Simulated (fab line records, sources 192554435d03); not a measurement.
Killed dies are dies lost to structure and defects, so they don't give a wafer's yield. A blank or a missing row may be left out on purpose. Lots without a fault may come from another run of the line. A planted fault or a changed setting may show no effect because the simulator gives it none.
Which tool did it? | flow n5_finfet | 24 lots, 72 wafers sampled, at 6 steps of a route of 1938

WHAT THE GAUGES READ, wafer by wafer
The record holds no reading of a measuring or inspecting step that can be judged against a usual standard deviation.

WHICH TOOL RAN EACH LOT (tool, then ch and the chambers of the sampled wafers, then the start)
lot  | N5_BEOL_M1_ANNEAL_49         | N5_BEOL_M1_ANNEAL_82         | N5_BEOL_M1_ANNEAL_91         | N5_BEOL_M1_ANNEAL_93         | N5_BEOL_M1_DEP_57               | N5_BEOL_M2_ILD_DEP_00
L075 | pvd_sputter-02, day 6 13:38  | pvd_sputter-02, day 6 14:05  | pvd_sputter-02, day 6 14:44  | pvd_sputter-02, day 6 14:58  | pecvd-03 ch 0,1, day 6 16:21    | pecvd-02 ch 0,1, day 6 16:29
L074 | pvd_sputter-02, day 6 16:56  | pvd_sputter-02, day 6 17:23  | pvd_sputter-02, day 6 18:02  | pvd_sputter-02, day 6 18:16  | pecvd-02 ch 0,2, day 6 19:42    | pecvd-01 ch 0,2, day 6 19:50
L076 | pvd_sputter-03, day 6 22:34  | pvd_sputter-03, day 6 23:00  | pvd_sputter-03, day 6 23:40  | pvd_sputter-03, day 6 23:53  | pecvd-03 ch 0,1,2, day 7 02:25  | pecvd-02 ch 1,2, day 7 02:33
L077 | pvd_sputter-01, day 7 04:01  | pvd_sputter-01, day 7 04:28  | pvd_sputter-01, day 7 05:07  | pvd_sputter-01, day 7 05:20  | pecvd-02 ch 0,1,2, day 7 06:42  | pecvd-02 ch 0,1,2, day 7 06:50
L079 | pvd_sputter-03, day 7 15:04  | pvd_sputter-03, day 7 15:31  | pvd_sputter-03, day 7 16:10  | pvd_sputter-03, day 7 16:23  | pecvd-03 ch 1,2, day 7 17:44    | pecvd-04 ch 0,1, day 7 17:52
L078 | pvd_sputter-03, day 7 18:52  | pvd_sputter-03, day 7 19:19  | pvd_sputter-03, day 7 19:58  | pvd_sputter-03, day 7 20:11  | pecvd-04 ch 1,2, day 7 21:32    | pecvd-01 ch 0,1,2, day 7 21:40
L080 | pvd_sputter-03, day 7 20:43  | pvd_sputter-03, day 7 21:09  | pvd_sputter-03, day 7 21:49  | pvd_sputter-03, day 7 22:02  | pecvd-03 ch 0,2, day 7 23:31    | pecvd-04 ch 0,1, day 7 23:40
L081 | pvd_sputter-01, day 8 06:34  | pvd_sputter-01, day 8 07:00  | pvd_sputter-01, day 8 07:40  | pvd_sputter-01, day 8 07:53  | pecvd-03 ch 0,1,2, day 8 09:14  | pecvd-01 ch 1,2, day 8 09:22
L082 | pvd_sputter-02, day 8 11:31  | pvd_sputter-02, day 8 11:58  | pvd_sputter-02, day 8 12:37  | pvd_sputter-02, day 8 12:50  | pecvd-03 ch 1,2, day 8 14:18    | pecvd-04 ch 0,1,2, day 8 14:26
L083 | pvd_sputter-03, day 8 17:08  | pvd_sputter-03, day 8 17:34  | pvd_sputter-03, day 8 18:14  | pvd_sputter-03, day 8 18:27  | pecvd-02 ch 1,2, day 8 19:47    | pecvd-04 ch 0,2, day 8 19:55
L084 | pvd_sputter-03, day 9 06:16  | pvd_sputter-03, day 9 06:42  | pvd_sputter-03, day 9 07:22  | pvd_sputter-03, day 9 07:35  | pecvd-04 ch 0,1, day 9 09:32    | pecvd-01 ch 0,2, day 9 09:40
L087 | pvd_sputter-03, day 9 21:19  | pvd_sputter-03, day 9 21:46  | pvd_sputter-03, day 9 22:25  | pvd_sputter-03, day 9 22:38  | pecvd-03 ch 0,2, day 9 23:59    | pecvd-02 ch 0,1, day 10 00:07
L085 | pvd_sputter-02, day 10 02:29 | pvd_sputter-02, day 10 02:55 | pvd_sputter-02, day 10 03:35 | pvd_sputter-02, day 10 03:48 | pecvd-02 ch 0,1,2, day 10 05:08 | pecvd-04 ch 0,1, day 10 05:16
L086 | pvd_sputter-03, day 10 04:38 | pvd_sputter-03, day 10 05:05 | pvd_sputter-03, day 10 05:44 | pvd_sputter-03, day 10 05:58 | pecvd-04 ch 1, day 10 07:19     | pecvd-01 ch 1,2, day 10 07:28
L088 | pvd_sputter-03, day 10 15:51 | pvd_sputter-03, day 10 16:17 | pvd_sputter-03, day 10 16:57 | pvd_sputter-03, day 10 17:10 | pecvd-03 ch 1,2, day 10 18:31   | pecvd-04 ch 1,2, day 10 18:38
L089 | pvd_sputter-01, day 10 15:59 | pvd_sputter-01, day 10 16:25 | pvd_sputter-01, day 10 17:05 | pvd_sputter-01, day 10 17:18 | pecvd-02 ch 0,1, day 10 18:38   | pecvd-02 ch 1,2, day 10 18:46
L091 | pvd_sputter-02, day 10 16:15 | pvd_sputter-02, day 10 16:41 | pvd_sputter-02, day 10 17:21 | pvd_sputter-02, day 10 17:34 | pecvd-02 ch 0,1,2, day 10 18:55 | pecvd-04 ch 1,2, day 10 19:02
L090 | pvd_sputter-02, day 10 19:27 | pvd_sputter-02, day 10 19:53 | pvd_sputter-02, day 10 20:33 | pvd_sputter-02, day 10 20:46 | pecvd-03 ch 0,1,2, day 10 22:07 | pecvd-04 ch 1,2, day 10 22:14
L092 | pvd_sputter-03, day 11 00:19 | pvd_sputter-03, day 11 00:46 | pvd_sputter-03, day 11 01:25 | pvd_sputter-03, day 11 01:38 | pecvd-02 ch 0,2, day 11 02:59   | pecvd-04 ch 1,2, day 11 03:07
L093 | pvd_sputter-02, day 11 03:25 | pvd_sputter-02, day 11 03:51 | pvd_sputter-02, day 11 04:31 | pvd_sputter-02, day 11 04:44 | pecvd-03 ch 0,2, day 11 06:04   | pecvd-04 ch 0,2, day 11 06:12
L094 | pvd_sputter-03, day 11 08:31 | pvd_sputter-03, day 11 08:58 | pvd_sputter-03, day 11 09:37 | pvd_sputter-03, day 11 09:50 | pecvd-02 ch 1,2, day 11 11:11   | pecvd-02 ch 0,1, day 11 11:19
L095 | pvd_sputter-01, day 11 14:22 | pvd_sputter-01, day 11 14:48 | pvd_sputter-01, day 11 15:28 | pvd_sputter-01, day 11 15:41 | pecvd-02 ch 0,1,2, day 11 17:24 | pecvd-04 ch 0,2, day 11 17:32
L096 | pvd_sputter-02, day 11 22:20 | pvd_sputter-02, day 11 22:46 | pvd_sputter-02, day 11 23:26 | pvd_sputter-02, day 11 23:39 | pecvd-04 ch 1,2, day 12 01:22   | pecvd-02 ch 0,1,2, day 12 01:30
L097 | pvd_sputter-01, day 12 09:29 | pvd_sputter-01, day 12 09:56 | pvd_sputter-01, day 12 10:35 | pvd_sputter-01, day 12 10:49 | pecvd-02 ch 1, day 12 12:42     | pecvd-04 ch 1,2, day 12 12:50
- N5_BEOL_M1_ANNEAL_49: time 240 s.
- N5_BEOL_M1_ANNEAL_82: time 240 s.
- N5_BEOL_M1_ANNEAL_91: time 240 s.
- N5_BEOL_M1_ANNEAL_93: time 240 s.
- N5_BEOL_M1_DEP_57: deposits SiCN from 3MS/NH3, target thk 8 nm, time 14 s.
- N5_BEOL_M2_ILD_DEP_00: deposits SiOC from DEMS/O2, target thk 79 nm, time 15.3 s.

WHAT THE TOOLS THEMSELVES READ (means of the sampled wafers that have a number; where no wafer has one, the mark that the record gives instead)
N5_BEOL_M1_ANNEAL_49. Usual: heater_power_w 823 W, standard deviation 58.
lot  | tool           | heater_power_w (W) | flag
L075 | pvd_sputter-02 | 756                |
L074 | pvd_sputter-02 | 778                |
L076 | pvd_sputter-03 | 833                |
L077 | pvd_sputter-01 | 814                |
L079 | pvd_sputter-03 | 815                |
L078 | pvd_sputter-03 | 816                |
L080 | pvd_sputter-03 | 813                |
L081 | pvd_sputter-01 | 811                |
L082 | pvd_sputter-02 | 794                |
L083 | pvd_sputter-03 | 810                |
L084 | pvd_sputter-03 | 841                |
L087 | pvd_sputter-03 | 852                |
L085 | pvd_sputter-02 | 832                |
L086 | pvd_sputter-03 | 809                |
L088 | pvd_sputter-03 | 837                |
L089 | pvd_sputter-01 | 799                |
L091 | pvd_sputter-02 | 818                |
L090 | pvd_sputter-02 | 773                |
L092 | pvd_sputter-03 | 850                |
L093 | pvd_sputter-02 | 832                |
L094 | pvd_sputter-03 | 849                |
L095 | pvd_sputter-01 | 797                |
L096 | pvd_sputter-02 | 779                |
L097 | pvd_sputter-01 | 850                |

N5_BEOL_M1_ANNEAL_82. Usual: heater_power_w 825 W, standard deviation 59.
lot  | tool           | heater_power_w (W) | flag
L075 | pvd_sputter-02 | 751                |
L074 | pvd_sputter-02 | 775                |
L076 | pvd_sputter-03 | 841                |
L077 | pvd_sputter-01 | 802                |
L079 | pvd_sputter-03 | 807                |
L078 | pvd_sputter-03 | 822                |
L080 | pvd_sputter-03 | 808                |
L081 | pvd_sputter-01 | 826                |
L082 | pvd_sputter-02 | 791                |
L083 | pvd_sputter-03 | 822                |
L084 | pvd_sputter-03 | 842                |
L087 | pvd_sputter-03 | 857                |
L085 | pvd_sputter-02 | 830                |
L086 | pvd_sputter-03 | 810                |
L088 | pvd_sputter-03 | 825                |
L089 | pvd_sputter-01 | 794                |
L091 | pvd_sputter-02 | 837                |
L090 | pvd_sputter-02 | 775                |
L092 | pvd_sputter-03 | 876                |
L093 | pvd_sputter-02 | 810                |
L094 | pvd_sputter-03 | 837                |
L095 | pvd_sputter-01 | 793                |
L096 | pvd_sputter-02 | 771                |
L097 | pvd_sputter-01 | 848                |

N5_BEOL_M1_ANNEAL_91. Usual: heater_power_w 822 W, standard deviation 58.
lot  | tool           | heater_power_w (W) | flag
L075 | pvd_sputter-02 | 755                |
L074 | pvd_sputter-02 | 751                |
L076 | pvd_sputter-03 | 848                |
L077 | pvd_sputter-01 | 795                |
L079 | pvd_sputter-03 | 815                |
L078 | pvd_sputter-03 | 810                |
L080 | pvd_sputter-03 | 800                |
L081 | pvd_sputter-01 | 813                |
L082 | pvd_sputter-02 | 789                |
L083 | pvd_sputter-03 | 824                |
L084 | pvd_sputter-03 | 823                |
L087 | pvd_sputter-03 | 851                |
L085 | pvd_sputter-02 | 836                |
L086 | pvd_sputter-03 | 818                |
L088 | pvd_sputter-03 | 825                |
L089 | pvd_sputter-01 | 804                |
L091 | pvd_sputter-02 | 824                |
L090 | pvd_sputter-02 | 764                |
L092 | pvd_sputter-03 | 845                |
L093 | pvd_sputter-02 | 825                |
L094 | pvd_sputter-03 | 858                |
L095 | pvd_sputter-01 | 804                |
L096 | pvd_sputter-02 | 770                |
L097 | pvd_sputter-01 | 846                |

N5_BEOL_M1_ANNEAL_93. Usual: heater_power_w 824 W, standard deviation 56.
lot  | tool           | heater_power_w (W) | flag
L075 | pvd_sputter-02 | 754                |
L074 | pvd_sputter-02 | 777                |
L076 | pvd_sputter-03 | 847                |
L077 | pvd_sputter-01 | 799                |
L079 | pvd_sputter-03 | 807                |
L078 | pvd_sputter-03 | 833                |
L080 | pvd_sputter-03 | 817                |
L081 | pvd_sputter-01 | 817                |
L082 | pvd_sputter-02 | 792                |
L083 | pvd_sputter-03 | 824                |
L084 | pvd_sputter-03 | 827                |
L087 | pvd_sputter-03 | 837                |
L085 | pvd_sputter-02 | 839                |
L086 | pvd_sputter-03 | 808                |
L088 | pvd_sputter-03 | 838                |
L089 | pvd_sputter-01 | 790                |
L091 | pvd_sputter-02 | 822                |
L090 | pvd_sputter-02 | 768                |
L092 | pvd_sputter-03 | 853                |
L093 | pvd_sputter-02 | 815                |
L094 | pvd_sputter-03 | 852                |
L095 | pvd_sputter-01 | 799                |
L096 | pvd_sputter-02 | 781                |
L097 | pvd_sputter-01 | 846                |

N5_BEOL_M1_DEP_57. Usual: showerhead_plenum_p_Torr 3.663 Torr, standard deviation 0.011; throttle_valve_pct 9.1 %, standard deviation 0.49.
lot  | tool     | showerhead_plenum_p_Torr (Torr) | throttle_valve_pct (%) | flag
L075 | pecvd-03 | 3.662                           | 9.0                    |
L074 | pecvd-02 | 3.666                           | 9.5                    |
L076 | pecvd-03 | 3.664                           | 8.8                    |
L077 | pecvd-02 | 3.664                           | 9.3                    |
L079 | pecvd-03 | 3.653                           | 8.6                    |
L078 | pecvd-04 | 3.685                           | 9.6                    |
L080 | pecvd-03 | 3.655                           | 8.5                    |
L081 | pecvd-03 | 3.658                           | 8.7                    |
L082 | pecvd-03 | 3.658                           | 9.0                    |
L083 | pecvd-02 | 3.654                           | 9.0                    |
L084 | pecvd-04 | 3.664                           | 9.6                    |
L087 | pecvd-03 | 3.655                           | 8.7                    |
L085 | pecvd-02 | 3.659                           | 9.4                    |
L086 | pecvd-04 | 3.666                           | 9.1                    |
L088 | pecvd-03 | 3.651                           | 9.0                    |
L089 | pecvd-02 | 3.672                           | 9.4                    |
L091 | pecvd-02 | 3.660                           | 9.4                    |
L090 | pecvd-03 | 3.661                           | 8.7                    |
L092 | pecvd-02 | 3.666                           | 9.4                    |
L093 | pecvd-03 | 3.657                           | 8.5                    |
L094 | pecvd-02 | 3.665                           | 9.4                    |
L095 | pecvd-02 | 3.662                           | 9.4                    |
L096 | pecvd-04 | 3.674                           | 9.1                    |
L097 | pecvd-02 | 3.668                           | 9.6                    |

N5_BEOL_M2_ILD_DEP_00. Usual: heater_power_w 508 W, standard deviation 58; showerhead_plenum_p_Torr 5.700 Torr, standard deviation 0.016; throttle_valve_pct 12.3 %, standard deviation 0.58.
lot  | tool     | heater_power_w (W) | showerhead_plenum_p_Torr (Torr) | throttle_valve_pct (%) | flag
L075 | pecvd-02 | 470                | 5.697                           | 12.6                   |
L074 | pecvd-01 | 478                | 5.703                           | 12.2                   |
L076 | pecvd-02 | 460                | 5.679                           | 12.2                   |
L077 | pecvd-02 | 516                | 5.712                           | 12.3                   |
L079 | pecvd-04 | 506                | 5.700                           | 12.2                   |
L078 | pecvd-01 | 475                | 5.702                           | 12.3                   |
L080 | pecvd-04 | 480                | 5.700                           | 12.4                   |
L081 | pecvd-01 | 479                | 5.710                           | 12.0                   |
L082 | pecvd-04 | 475                | 5.706                           | 12.5                   |
L083 | pecvd-04 | 500                | 5.710                           | 12.7                   |
L084 | pecvd-01 | 518                | 5.699                           | 11.7                   |
L087 | pecvd-02 | 568                | 5.701                           | 12.7                   |
L085 | pecvd-04 | 477                | 5.693                           | 12.7                   |
L086 | pecvd-01 | 465                | 5.700                           | 12.3                   |
L088 | pecvd-04 | 492                | 5.706                           | 11.9                   |
L089 | pecvd-02 | 506                | 5.694                           | 12.3                   |
L091 | pecvd-04 | 502                | 5.699                           | 11.8                   |
L090 | pecvd-04 | 529                | 5.703                           | 12.0                   |
L092 | pecvd-04 | 525                | 5.710                           | 11.9                   |
L093 | pecvd-04 | 505                | 5.688                           | 12.4                   |
L094 | pecvd-02 | 587                | 5.702                           | 12.8                   |
L095 | pecvd-04 | 490                | 5.708                           | 11.9                   |
L096 | pecvd-02 | 555                | 5.693                           | 12.3                   |
L097 | pecvd-04 | 536                | 5.709                           | 11.6                   |

THE ANSWER, worked out from the rows above alone
Rule: a lot is off if the mean of its wafers that have a number lies more than 3 standard deviations from the usual mean. A lot without any number at a reading at which 4 lots or more have one is off too. The other lots that the step has rows for count as sound. The gauges are gone through in route order, then the tools' own readings, and for those a lot's mean is taken as printed above. The first step at which some lot is off is used, and at that step the reading that is off furthest; a lot without a number counts as furthest.
No lot is off at any reading shown: from this, nothing can be told.

WHAT THE SIMULATOR HAD PUT IN
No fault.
